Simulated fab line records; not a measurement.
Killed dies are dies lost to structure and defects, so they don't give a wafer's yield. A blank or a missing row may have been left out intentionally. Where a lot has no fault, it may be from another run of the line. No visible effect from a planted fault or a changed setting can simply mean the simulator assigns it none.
A sampling plan put to the test ; flow nandHarc ; one fab line, 18 faults that these records tell of, each judged on the records of the lots that it struck; 1 more is left out, because the records don't allow judging it
What counts as the plan is the set of the line's own looks, namely the steps on the route at which a gauge or an inspection reads a wafer and does not change it. A look is open to judgement when struck wafers have a number at it and the file gives its usual mean and standard deviation on fault-free wafers. Caught: 4 or more of those standard deviations (sigma) separate the usual mean from the mean of the struck wafers at a look after the fault's first step. On the tool: the identical test, applied to the tool's own readings at the steps of the fault. Caught also covers a different recipe on the struck wafers, or a record left blank for those wafers only.

== THE FAULTS, as the simulator had put them in ==
1. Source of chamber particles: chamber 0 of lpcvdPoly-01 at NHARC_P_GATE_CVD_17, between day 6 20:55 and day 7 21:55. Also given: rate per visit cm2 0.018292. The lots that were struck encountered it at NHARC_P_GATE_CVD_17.
2. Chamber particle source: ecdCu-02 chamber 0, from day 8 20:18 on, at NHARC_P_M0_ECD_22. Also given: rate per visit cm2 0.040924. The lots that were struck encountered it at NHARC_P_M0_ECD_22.
3. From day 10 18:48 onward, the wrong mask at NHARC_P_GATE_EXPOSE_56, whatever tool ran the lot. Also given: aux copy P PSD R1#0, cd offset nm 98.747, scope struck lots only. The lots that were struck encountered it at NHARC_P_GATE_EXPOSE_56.
4. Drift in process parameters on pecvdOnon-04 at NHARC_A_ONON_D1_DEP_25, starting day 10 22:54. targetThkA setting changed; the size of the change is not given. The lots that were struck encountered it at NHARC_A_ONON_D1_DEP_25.
5. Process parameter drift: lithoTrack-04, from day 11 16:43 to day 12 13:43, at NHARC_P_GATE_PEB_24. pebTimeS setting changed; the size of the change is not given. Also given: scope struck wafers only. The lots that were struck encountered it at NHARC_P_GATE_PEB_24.
6. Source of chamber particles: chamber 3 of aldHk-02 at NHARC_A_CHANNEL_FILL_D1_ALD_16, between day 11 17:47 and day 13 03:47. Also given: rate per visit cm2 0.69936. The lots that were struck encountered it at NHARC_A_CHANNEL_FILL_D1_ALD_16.
7. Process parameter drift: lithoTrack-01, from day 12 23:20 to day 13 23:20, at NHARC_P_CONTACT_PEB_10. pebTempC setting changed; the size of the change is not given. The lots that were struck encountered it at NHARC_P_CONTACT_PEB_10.
8. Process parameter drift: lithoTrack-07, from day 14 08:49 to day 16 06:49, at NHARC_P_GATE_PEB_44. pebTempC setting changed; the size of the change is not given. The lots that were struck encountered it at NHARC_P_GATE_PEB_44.
9. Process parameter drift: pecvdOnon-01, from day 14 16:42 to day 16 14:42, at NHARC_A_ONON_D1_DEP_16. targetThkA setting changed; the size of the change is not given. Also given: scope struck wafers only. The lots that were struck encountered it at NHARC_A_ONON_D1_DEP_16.
10. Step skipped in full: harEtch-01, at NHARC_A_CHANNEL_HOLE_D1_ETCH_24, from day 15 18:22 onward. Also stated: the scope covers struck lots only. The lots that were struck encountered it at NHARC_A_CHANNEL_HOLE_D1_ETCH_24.
11. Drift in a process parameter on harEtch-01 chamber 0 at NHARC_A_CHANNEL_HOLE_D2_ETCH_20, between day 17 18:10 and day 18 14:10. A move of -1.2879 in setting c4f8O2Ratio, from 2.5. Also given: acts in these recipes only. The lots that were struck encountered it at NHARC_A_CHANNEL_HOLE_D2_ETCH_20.
12. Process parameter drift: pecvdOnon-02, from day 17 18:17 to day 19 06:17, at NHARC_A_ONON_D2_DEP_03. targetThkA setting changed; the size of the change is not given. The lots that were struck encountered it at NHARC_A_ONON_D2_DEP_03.
13. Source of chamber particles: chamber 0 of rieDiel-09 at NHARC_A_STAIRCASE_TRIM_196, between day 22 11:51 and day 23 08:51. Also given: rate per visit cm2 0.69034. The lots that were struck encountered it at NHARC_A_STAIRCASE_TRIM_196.
14. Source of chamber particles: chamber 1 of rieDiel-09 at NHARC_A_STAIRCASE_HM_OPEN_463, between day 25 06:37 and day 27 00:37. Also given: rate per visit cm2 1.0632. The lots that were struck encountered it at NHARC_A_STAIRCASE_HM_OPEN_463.
15. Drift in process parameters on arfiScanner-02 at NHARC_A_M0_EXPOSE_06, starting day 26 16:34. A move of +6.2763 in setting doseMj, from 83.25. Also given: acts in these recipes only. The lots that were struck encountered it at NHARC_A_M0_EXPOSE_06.
16. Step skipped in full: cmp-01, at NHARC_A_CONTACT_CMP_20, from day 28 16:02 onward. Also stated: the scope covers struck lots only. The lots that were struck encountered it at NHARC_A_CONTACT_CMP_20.
17. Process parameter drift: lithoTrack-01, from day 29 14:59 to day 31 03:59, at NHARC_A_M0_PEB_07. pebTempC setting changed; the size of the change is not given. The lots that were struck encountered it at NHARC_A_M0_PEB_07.
18. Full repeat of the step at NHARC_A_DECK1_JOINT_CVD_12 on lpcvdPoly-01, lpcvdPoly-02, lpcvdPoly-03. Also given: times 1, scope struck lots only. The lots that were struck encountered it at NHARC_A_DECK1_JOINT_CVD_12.

== WHAT THE PLAN SAW ==
fault;on the tool itself;first look that catches it;reading, sigma;median hours from its first step to that look;hours from the fault's start to the first struck lot there;judged looks passed uncaught
1;no reading that can be judged;NHARC_P_GATE_INSPECT_28;rawDefectCount +5.6;7.5;15;0
2;no reading that can be judged;NHARC_END_SORT_01;killedAtPeriphery +10;439.5;483;4
3;under 2 sigma;NHARC_P_GATE_CD_MEAS_59;cdNm +50;0.2;10;0
4;under 2 sigma;NHARC_A_ONON_D1_THK_MEAS_27;thkNm -9.0;0.5;9;0
5;no reading that can be judged;NHARC_P_GATE_CD_MEAS_26;cdNm -22;0.1;9;0
6;under 2 sigma;NHARC_END_SORT_01;killedDies +4.7;358.6;358;2
7;plateTempC -12 sigma;NHARC_P_CONTACT_CD_MEAS_12;cdNm -9.7;0.1;8;0
8;plateTempC +78 sigma;NHARC_P_GATE_CD_MEAS_46;cdNm +6.0;0.1;6;0
9;under 2 sigma;NHARC_A_ONON_D1_THK_MEAS_18;thkNm -39;0.4;9;0
10;the tool's record is blank for the struck wafers;NHARC_A_CHANNEL_HOLE_D1_CD_MEAS_30;cdNm -69;3.3;9;0
11;under 2 sigma;NHARC_END_WLT_00;VT_DECK2_MEDIAN_NEAR_BOTTOM +4.6;258.4;266;1
12;no reading that can be judged;none of the 3 looks that can be judged after it;strongest: thkNm at NHARC_A_ONON_D2_THK_MEAS_05, +3.4;-;-;3
13;under 2 sigma;not the one look that can be judged after it;strongest: killedDies at NHARC_END_SORT_01, +3.5;-;-;1
14;under 2 sigma;not the one look that can be judged after it;strongest: killedDies at NHARC_END_SORT_01, +3.6;-;-;1
15;exposureDoseMJCm2 +67 sigma;NHARC_A_M0_CD_MEAS_09;cdNm +6.4;0.1;20;0
16;the tool's record is blank for the struck wafers;NHARC_A_CONTACT_INSPECT_23;rawDefectCount +20;0.4;1;0
17;plateTempC +21 sigma;NHARC_A_M0_CD_MEAS_09;cdNm +12;0.1;18;0
18;no reading that can be judged;not the one look that can be judged after it;-;-;-;1
Dash: fault not caught, or number not given in these records.

Caught at a look: 14 of 18. Caught on the tool: 6 of 18. By one or the other: 14 of 18.
Caught at a look alone: faults 1, 2, 3, 4, 5, 6, 9, 11.
Caught by neither: faults 12, 13, 14, 18.

== THINNER SAMPLING ==
If the look that catches a fault measured only every second or every third lot, by lot number, the first struck lot would be measured this late in the worst case:
fault;struck lots at that look, in order of time;every lot;every second lot;every third lot
1;L239, L240;15 h;15 h;may miss all 2
2;L952;483 h;may miss it;may miss it
3;L249;10 h;may miss it;may miss it
4;L743, L744, L745, L746;9 h;13 h;24 h
5;L327, L328;9 h;18 h;may miss all 2
6;L144;358 h;may miss it;may miss it
7;L991, L992;8 h;22 h;may miss all 2
8;L156, L157;6 h;21 h;may miss all 2
9;L473, L476;9 h;42 h;may miss all 2
10;L310, L311;9 h;41 h;may miss all 2
11;L474, L475;266 h;267 h;may miss all 2
15;L410, L413;20 h;35 h;may miss all 2
16;L838, L841;1 h;13 h;may miss all 2
17;L437, L438;18 h;36 h;may miss all 2
Hours: fault start to first struck lot measured. Since the struck wafers were tested as one group against 4 sigma, a single lot by itself may lie under the limit. Other struck lots may not be in these records.

== THE LONGEST TIMED WAY FROM STEP TO LOOK ==
Fault 2: the median time between NHARC_P_M0_ECD_22 and NHARC_END_SORT_01 is 439.5 hours. The looks between them that can be judged stayed within 4 sigma: NHARC_P_M0_THK_MEAS_24, NHARC_P_M1_CD_MEAS_09, NHARC_P_M1_OVL_MEAS_10, NHARC_P_M1_CD_MEAS_16.
